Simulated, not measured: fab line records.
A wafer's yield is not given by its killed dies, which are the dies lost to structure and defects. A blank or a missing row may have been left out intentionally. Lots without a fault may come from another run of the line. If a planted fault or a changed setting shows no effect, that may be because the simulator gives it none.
Check of tool commonality    flow n5-finfet    33 wafers sampled across 11 lots

## REASON IT WAS OPENED
Of 11 lots, 1 have the reading M7_ILD_THK flagged at N5_BEOL_M7_THK_MEAS_01. Wafers without a fault read 154.2 nm, standard deviation 1.9.
Rule: a lot is flagged when every wafer of it that has a number lies more than 4 standard deviations from that mean, or none has a number. The other lots count as sound.

lot   measured      on             M7_ILD_THK (nm), wafer by wafer  flag
L149  day 9 22:47   film-metro-02  152.0 154.6 154.9                
L151  day 10 11:20  film-metro-02  151.4 153.5 156.0                
L152  day 11 08:41  film-metro-02  155.3 158.8 157.1                
L156  day 11 10:54  film-metro-01  151.4 155.7 154.3                
L153  day 11 11:39  film-metro-02  150.3 154.3 153.6                
L155  day 11 16:20  film-metro-01  153.3 153.1 155.5                
L161  day 13 10:16  film-metro-02  179.0 181.6 181.3                FLAGGED
L162  day 13 14:16  film-metro-01  154.9 153.7 157.5                
L165  day 14 09:14  film-metro-02  153.7 156.2 157.5                
L168  day 14 17:05  film-metro-02  150.3 152.7 154.1                
L172  day 16 10:17  film-metro-01  152.5 151.7 152.3                
The mean of the flagged lots' numbers is 180.6 nm, +26.4 nm from the usual (+14 standard deviations).

## LOT BY LOT: THE TOOL USED
The record holds 3 process steps before the reading, out of a route of 1938 steps. Cell contents, in order: the tool; ch with the chambers the sampled wafers went through; the start.
lot   flag     N5_BEOL_M6_ANNEAL_51              N5_BEOL_M6_DEP_56                N5_BEOL_M7_ILD_DEP_00
L149           rtp-anneal-02 ch 0, day 9 21:25   pecvd-04 ch 0,1, day 9 22:04     pecvd-03 ch 0,1, day 9 22:11
L151           rtp-anneal-01 ch 0, day 10 10:00  pecvd-04 ch 0,1,2, day 10 10:36  pecvd-03 ch 0,1, day 10 10:44
L152           rtp-anneal-02 ch 0, day 11 07:01  pecvd-01 ch 0,2, day 11 07:58    pecvd-01 ch 0,1, day 11 08:06
L156           rtp-anneal-02 ch 0, day 11 09:31  pecvd-04 ch 0,1,2, day 11 10:10  pecvd-03 ch 0,1, day 11 10:18
L153           rtp-anneal-02 ch 0, day 11 09:47  pecvd-01 ch 0,1, day 11 10:26    pecvd-03 ch 0, day 11 10:34
L155           rtp-anneal-01 ch 0, day 11 14:59  pecvd-03 ch 0,1, day 11 15:36    pecvd-02 ch 0,1, day 11 15:45
L161  FLAGGED  rtp-anneal-01 ch 0, day 13 08:53  pecvd-01 ch 0,2, day 13 09:33    pecvd-02 ch 0,1,2, day 13 09:41
L162           rtp-anneal-02 ch 0, day 13 12:50  pecvd-03 ch 1,2, day 13 13:23    pecvd-01 ch 0,1,2, day 13 13:32
L165           rtp-anneal-02 ch 0, day 14 07:17  pecvd-01 ch 0,1, day 14 08:02    pecvd-01 ch 0,1, day 14 08:10
L168           rtp-anneal-02 ch 0, day 14 15:46  pecvd-04 ch 1,2, day 14 16:22    pecvd-03 ch 0,2, day 14 16:30
L172           rtp-anneal-02 ch 0, day 16 08:48  pecvd-04 ch 1,2, day 16 09:35    pecvd-03 ch 0,2, day 16 09:43
What is done by these steps:
- N5_BEOL_M6_ANNEAL_51: time 90 s.
- N5_BEOL_M6_DEP_56: deposits SiCN from 3MS/NH3, target thk 10 nm, time 17.5 s.
- N5_BEOL_M7_ILD_DEP_00: deposits SiCOH lowk from DEMS/porogen, target thk 179.75 nm, time 33.4 s.
- N5_BEOL_M7_THK_MEAS_01

## FLAGGED AGAINST TOTAL, ONE TOOL AT A TIME (gauges that did the reading follow at the end)
step                    tool           lots run  flagged  share of the flagged lots  sound lots run after its first flagged lot
N5_BEOL_M6_ANNEAL_51    rtp-anneal-01  3         1        all                        0
N5_BEOL_M6_ANNEAL_51    rtp-anneal-02  8         0        none                       -
N5_BEOL_M6_DEP_56       pecvd-01       4         1        all                        1 (L165)
N5_BEOL_M6_DEP_56       pecvd-03       2         0        none                       -
N5_BEOL_M6_DEP_56       pecvd-04       5         0        none                       -
N5_BEOL_M7_ILD_DEP_00   pecvd-01       3         0        none                       -
N5_BEOL_M7_ILD_DEP_00   pecvd-02       2         1        all                        0
N5_BEOL_M7_ILD_DEP_00   pecvd-03       6         0        none                       -
N5_BEOL_M7_THK_MEAS_01  film-metro-01  4         0        none                       -
N5_BEOL_M7_THK_MEAS_01  film-metro-02  7         1        all                        2 (L165,L168)

## WHAT THE TABLE ALLOWS
4 rows of the table ran every flagged lot: rtp-anneal-01 at N5_BEOL_M6_ANNEAL_51, pecvd-01 at N5_BEOL_M6_DEP_56, pecvd-02 at N5_BEOL_M7_ILD_DEP_00, film-metro-02 at N5_BEOL_M7_THK_MEAS_01.
- rtp-anneal-01 at N5_BEOL_M6_ANNEAL_51 ran 3 lots, 1 of them flagged. Last sound lot L155 at day 11 14:59, first flagged lot L161 at day 13 08:53; a fault beginning in between fits.
- pecvd-01 at N5_BEOL_M6_DEP_56 ran 4 lots, 1 of them flagged. After the first flagged lot (L165), sound lots still ran on it; a lasting fault on the whole tool would not permit that.
- pecvd-02 at N5_BEOL_M7_ILD_DEP_00 ran 2 lots, 1 of them flagged. Last sound lot L155 at day 11 15:45, first flagged lot L161 at day 13 09:41; a fault beginning in between fits.
- film-metro-02 at N5_BEOL_M7_THK_MEAS_01 ran 7 lots, 1 of them flagged. After the first flagged lot (L165, L168), sound lots still ran on it; a lasting fault on the whole tool would not permit that.
A lot count leaves these 2 tools indistinguishable: every one of them fits a fault beginning at some hour. More lots, or a look at what each step does to the wafer, might.

## WHAT HAD BEEN PUT IN BY THE SIMULATOR
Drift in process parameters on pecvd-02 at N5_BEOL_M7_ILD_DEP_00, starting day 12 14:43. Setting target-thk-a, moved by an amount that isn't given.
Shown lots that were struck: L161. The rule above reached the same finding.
